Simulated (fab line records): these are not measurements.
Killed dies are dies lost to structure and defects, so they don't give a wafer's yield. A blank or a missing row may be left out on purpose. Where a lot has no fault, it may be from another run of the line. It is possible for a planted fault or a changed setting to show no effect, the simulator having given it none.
Struck lot and sound lot, side by side :: flow nand_harc :: 40 steps out of a route of 1302
Sound: these wafers, L609.1, L609.3, L609.4. Struck: wafer L605.2 (L605.3, L605.5, from the same lot, were not struck and are left out); the cause is given at the end.
Order at every step that has rows: each side's tool, ch and its chambers, its first start. Under that, the readings that differ: sound wafers :: struck wafers :: difference of the means :: sigmas: that difference in standard deviations of wafers without a fault.
alike: words and numbers the same on both sides, and readings whose means are apart by under 2 such deviations; not compared: readings that were withheld, readings missing a value for some wafer, numbers with overlapping values and no deviation given by the record, and bounds like >300 which may hide the same value.
The two part at a step that has a row with sigmas, a row that says differs or no value, or rows on one side only. Non-overlapping numbers with no deviation appear without sigmas and do not part them. A reading that every wafer of one side lacks parts them only if that side has two wafers or more.

NHARC_P_M0_OVL_MEAS_10: pitch 180 nm.
  sound on overlay-02 at day 11 12:16; struck on overlay-02 at day 9 20:01
  alike: overlay_x_nm, overlay_y_nm
NHARC_P_M0_INSPECT_11:
  sound on defect_inspect-01 at day 11 12:18; struck on defect_inspect-02 at day 9 20:02
  alike: raw_defect_count
NHARC_P_M0_DESCUM_14: chemistry O2, time 3 s.
  sound on rie_diel-08 ch 0,1,3, day 11 12:22; struck on rie_diel-09 ch 3, day 9 20:07
reading: rf_hours_counter_h (h)
sound: 9 8 9
struck: 22
difference: +13
sigmas: 
  alike: chamber_pressure_mTorr, drypump_motor_current_A, oes_product_au, rf_vpp_V, showerhead_plenum_p_Torr, throttle_valve_pct
then, 2 steps without rows for these wafers: NHARC_P_M0_ETCH_34 (etches the open film in N2/H2, target depth 40 nm, overetch 12 nm, time 43.94 s); NHARC_P_M0_ETCH_15 (etches the open film in C4F8/Ar, target depth 150 nm, overetch 15 nm, time 82.5 s).
NHARC_P_M0_CD_MEAS_16:
  sound on cd_sem-02 at day 11 12:40; struck on cd_sem-01 at day 9 20:24
  alike: cd_nm
NHARC_P_M0_STRIP_18: strips in N2/H2.
  sound on rie_diel-09 ch 0,1,3, day 11 12:44; struck on rie_diel-08 ch 1, day 9 20:30
reading: chamber_pressure_mTorr (mTorr)
sound: 30.01 30.09 29.99
struck: 29.96
difference: -0.07
sigmas: -2

reading: rf_hours_counter_h (h)
sound: 36 26 33
struck: 2
difference: -30
sigmas: 
  alike: drypump_motor_current_A, oes_product_au, rf_vpp_V, showerhead_plenum_p_Torr, throttle_valve_pct
then, 2 steps without rows for these wafers: NHARC_P_M0_STRIP_19 (strips in post etch residue remover, time 600 s); NHARC_P_M0_DEGAS_28 (time 60 s).
NHARC_P_M0_PRE_CLEAN_29: time 30 s.
  sound on pvd_sputter-01; struck on pvd_sputter-01
  alike: heater_power_w
NHARC_P_M0_PVD_20: deposits TaN, target thk 5 nm, time 8.06 s.
  sound on pvd_sputter-01; struck on pvd_sputter-01
  alike: bias_v, cathode_dc_power_W, throttle_valve_pct
then, 1 step without rows for these wafers: NHARC_P_M0_PVD_21 (deposits Cu, target thk 30 nm, time 20.49 s).
NHARC_P_M0_ECD_22: material Cu, target thk 400 nm.
  sound on ecd_cu-02 ch 0,1, day 11 13:41; struck on ecd_cu-01 ch 0,1, day 9 21:23
then, 2 steps without rows for these wafers: NHARC_P_M0_ANNEAL_30 (time 90 s); NHARC_P_M0_CMP_23 (polishes, t overpolish 20 s, target thk 117.54 nm).
NHARC_P_M0_THK_MEAS_24: measures by xrf.
  sound on film_metro-01 at day 11 14:42; struck on film_metro-02 at day 9 22:27
  alike: thk_nm
next, for these wafers, 1 step has no rows: NHARC_P_M0_SRD_25.
NHARC_P_M0_PRE_CLEAN_31: time 12 s.
  sound on pecvd-01 ch 0,1, day 11 14:58; struck on pecvd-03 ch 0, day 9 22:40
  alike: heater_power_w
then, 11 steps without rows for these wafers: NHARC_P_M0_DEP_32 (deposits SiCN, target thk 30 nm); NHARC_P_M1_DEP_00 (deposits SiOC, target thk 182.5 nm); NHARC_P_M1_DEHYDRATE_01 (time 120 s); NHARC_P_M1_HMDS_02 (time 30 s); NHARC_P_M1_COAT_34 (time 65 s); NHARC_P_M1_COAT_03 (resist thk 90 nm); NHARC_P_M1_SOFTBAKE_04 (time 55 s); NHARC_P_M1_EBR_05; NHARC_P_M1_EXPOSE_06 (exposes mask P M1, target cd 130 nm); NHARC_P_M1_PEB_07 (peb time 65 s); NHARC_P_M1_DEVELOP_08 (develop time 35 s).
NHARC_P_M1_CD_MEAS_09: the cd target is 130 nm.
  sound on cd_sem-02 ch 0, day 11 16:15; struck on cd_sem-02 ch 0, day 10 00:00
reading: cd_nm (nm)
sound: 129.5 130.2 129.8
struck: 131.0
difference: +1.2
sigmas: +3
NHARC_P_M1_OVL_MEAS_10: pitch 260 nm.
  sound on overlay-02 at day 11 16:20; struck on overlay-02 at day 10 00:05
  alike: overlay_x_nm, overlay_y_nm
then, 3 steps without rows for these wafers: NHARC_P_M1_DESCUM_14 (chemistry O2, time 3 s); NHARC_P_M1_ETCH_35 (etches the open film in N2/H2, target depth 40 nm, overetch 12 nm, time 43.94 s); NHARC_P_M1_ETCH_15 (etches the open film in C4F8/Ar, target depth 182.5 nm, time 91.2 s).
NHARC_P_M1_CD_MEAS_16:
  sound on cd_sem-03 at day 11 16:44; struck on cd_sem-01 at day 10 00:29
reading: cd_nm (nm)
sound: 129.3 130.3 130.4
struck: 131.4
difference: +1.4
sigmas: +3
then, 4 steps without rows for these wafers: NHARC_P_M1_STRIP_18 (strips in N2/H2); NHARC_P_M1_ETCH_28 (etches the open film in CF4/N2, target depth 30 nm, time 72.99 s); NHARC_P_M1_STRIP_19 (strips in post etch residue remover, time 600 s); NHARC_P_M1_DEGAS_29 (time 60 s).
-- jump in the record: it breaks off in module P_M1 and resumes in module END (first step shown: number 1302 of the route), and 18 days separate the struck wafers' starts before and after --
NHARC_END_SORT_01:
  only the struck wafers appear in the record here, on prober-02 ch 0 at day 27 21:16; the sound ones have no rows

== WHERE THEY PART ==
First at NHARC_P_M0_STRIP_18; last, within this record, at NHARC_END_SORT_01.

WHY: the cause the simulator had injected
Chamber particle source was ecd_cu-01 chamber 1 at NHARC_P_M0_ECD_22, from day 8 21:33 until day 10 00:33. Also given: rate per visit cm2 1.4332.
